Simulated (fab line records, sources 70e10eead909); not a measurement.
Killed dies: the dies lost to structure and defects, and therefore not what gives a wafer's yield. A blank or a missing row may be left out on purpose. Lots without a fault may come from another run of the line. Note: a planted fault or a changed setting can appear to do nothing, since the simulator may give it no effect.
Chamber matching / flow nandHarc / NHARC_A_STAIRCASE_DESCUM_252 on rieDiel-07: 4 sister chambers
The step chemistry O2, time 3 s. 22 wafers are shown with their chamber, then 11 later ones without.

## WAFERS PAIRED WITH THEIR CHAMBERS
wafer=L074.3; chamber=1; drypumpMotorCurrentA (A)=6.2; showerheadPlenumPTorr (Torr)=1.84; throttleValvePct (%)=11.307
wafer=L074.5; chamber=2; drypumpMotorCurrentA (A)=5.9; showerheadPlenumPTorr (Torr)=1.91; throttleValvePct (%)=11.315
wafer=L074.6; chamber=1; drypumpMotorCurrentA (A)=6.3; showerheadPlenumPTorr (Torr)=1.84; throttleValvePct (%)=11.307
wafer=L075.2; chamber=3; drypumpMotorCurrentA (A)=4.9; showerheadPlenumPTorr (Torr)=1.82; throttleValvePct (%)=11.302
wafer=L075.4; chamber=1; drypumpMotorCurrentA (A)=6.3; showerheadPlenumPTorr (Torr)=1.84; throttleValvePct (%)=11.315
wafer=L075.5; chamber=3; drypumpMotorCurrentA (A)=4.9; showerheadPlenumPTorr (Torr)=1.82; throttleValvePct (%)=11.302
wafer=L077.1; chamber=3; drypumpMotorCurrentA (A)=4.9; showerheadPlenumPTorr (Torr)=1.82; throttleValvePct (%)=11.304
wafer=L077.4; chamber=1; drypumpMotorCurrentA (A)=6.3; showerheadPlenumPTorr (Torr)=1.84; throttleValvePct (%)=11.312
wafer=L077.5; chamber=2; drypumpMotorCurrentA (A)=5.9; showerheadPlenumPTorr (Torr)=1.90; throttleValvePct (%)=11.311
wafer=L081.3; chamber=3; drypumpMotorCurrentA (A)=4.9; showerheadPlenumPTorr (Torr)=1.82; throttleValvePct (%)=11.306
wafer=L081.5; chamber=0; drypumpMotorCurrentA (A)=5.9; showerheadPlenumPTorr (Torr)=1.89; throttleValvePct (%)=11.321
wafer=L081.6; chamber=3; drypumpMotorCurrentA (A)=4.8; showerheadPlenumPTorr (Torr)=1.82; throttleValvePct (%)=11.293
wafer=L082.1; chamber=3; drypumpMotorCurrentA (A)=4.9; showerheadPlenumPTorr (Torr)=1.82; throttleValvePct (%)=11.307
wafer=L082.4; chamber=0; drypumpMotorCurrentA (A)=5.9; showerheadPlenumPTorr (Torr)=1.89; throttleValvePct (%)=11.313
wafer=L082.6; chamber=2; drypumpMotorCurrentA (A)=5.9; showerheadPlenumPTorr (Torr)=1.90; throttleValvePct (%)=11.319
wafer=L083.1; chamber=3; drypumpMotorCurrentA (A)=4.9; showerheadPlenumPTorr (Torr)=1.81; throttleValvePct (%)=11.312
wafer=L083.2; chamber=2; drypumpMotorCurrentA (A)=5.9; showerheadPlenumPTorr (Torr)=1.90; throttleValvePct (%)=11.322
wafer=L083.5; chamber=2; drypumpMotorCurrentA (A)=5.9; showerheadPlenumPTorr (Torr)=1.90; throttleValvePct (%)=11.315
wafer=L083.3; chamber=1; drypumpMotorCurrentA (A)=6.3; showerheadPlenumPTorr (Torr)=1.83; throttleValvePct (%)=11.285
wafer=L083.4; chamber=0; drypumpMotorCurrentA (A)=5.8; showerheadPlenumPTorr (Torr)=1.88; throttleValvePct (%)=11.315
wafer=L083.6; chamber=3; drypumpMotorCurrentA (A)=4.9; showerheadPlenumPTorr (Torr)=1.81; throttleValvePct (%)=11.302
wafer=L084.1; chamber=3; drypumpMotorCurrentA (A)=4.9; showerheadPlenumPTorr (Torr)=1.81; throttleValvePct (%)=11.294

SIGNATURES (means of the wafers above)
reading=drypumpMotorCurrentA; chamber 0=5.867; chamber 1=6.280; chamber 2=5.900; chamber 3=4.889; scatter within a chamber=0.0362
reading=showerheadPlenumPTorr; chamber 0=1.8867; chamber 1=1.8380; chamber 2=1.9020; chamber 3=1.8167; scatter within a chamber=0.00487
reading=throttleValvePct; chamber 0=11.31633; chamber 1=11.30520; chamber 2=11.31640; chamber 3=11.30244; scatter within a chamber=0.00727
Rule: a wafer lies at a distance from a chamber equal to the root of the sum of squares, over the readings, of (its reading less the chamber's mean, divided by the reading's scatter). The wafer belongs to the nearest chamber; if the next one is less than 2 further off, it can't be placed. The scatter: the root of (the sum of the squares of (reading less its chamber's mean) over the shown wafers, divided by (wafers less chambers)).

## WAFERS WITH NO CHAMBER GIVEN
wafer=L084.2; drypumpMotorCurrentA (A)=5.9; showerheadPlenumPTorr (Torr)=1.90; throttleValvePct (%)=11.317
wafer=L084.6; drypumpMotorCurrentA (A)=5.9; showerheadPlenumPTorr (Torr)=1.88; throttleValvePct (%)=11.305
wafer=L088.1; drypumpMotorCurrentA (A)=5.8; showerheadPlenumPTorr (Torr)=1.88; throttleValvePct (%)=11.316
wafer=L088.5; drypumpMotorCurrentA (A)=5.9; showerheadPlenumPTorr (Torr)=1.89; throttleValvePct (%)=11.314
wafer=L088.6; drypumpMotorCurrentA (A)=4.9; showerheadPlenumPTorr (Torr)=1.81; throttleValvePct (%)=11.333
wafer=L096.1; drypumpMotorCurrentA (A)=4.9; showerheadPlenumPTorr (Torr)=1.80; throttleValvePct (%)=11.302
wafer=L096.3; drypumpMotorCurrentA (A)=5.8; showerheadPlenumPTorr (Torr)=1.87; throttleValvePct (%)=11.311
wafer=L096.4; drypumpMotorCurrentA (A)=5.9; showerheadPlenumPTorr (Torr)=1.89; throttleValvePct (%)=11.322
wafer=L097.1; drypumpMotorCurrentA (A)=6.2; showerheadPlenumPTorr (Torr)=1.82; throttleValvePct (%)=11.311
wafer=L097.4; drypumpMotorCurrentA (A)=4.9; showerheadPlenumPTorr (Torr)=1.80; throttleValvePct (%)=11.318
wafer=L097.5; drypumpMotorCurrentA (A)=4.9; showerheadPlenumPTorr (Torr)=1.80; throttleValvePct (%)=11.312

## EACH ONE'S CHAMBER
wafer=L084.2; from the rows above=2; in truth=2
wafer=L084.6; from the rows above=0; in truth=0
wafer=L088.1; from the rows above=0; in truth=0
wafer=L088.5; from the rows above=can't be placed: 0 or 2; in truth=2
wafer=L088.6; from the rows above=3; in truth=3
wafer=L096.1; from the rows above=3; in truth=3
wafer=L096.3; from the rows above=0; in truth=0
wafer=L096.4; from the rows above=can't be placed: 0 or 2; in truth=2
wafer=L097.1; from the rows above=1; in truth=1
wafer=L097.4; from the rows above=3; in truth=3
wafer=L097.5; from the rows above=3; in truth=3
Correct placement for 9 of the 11. These rows do not allow placing 2 (true chamber among the candidates in 2). Wrongly placed: 0.
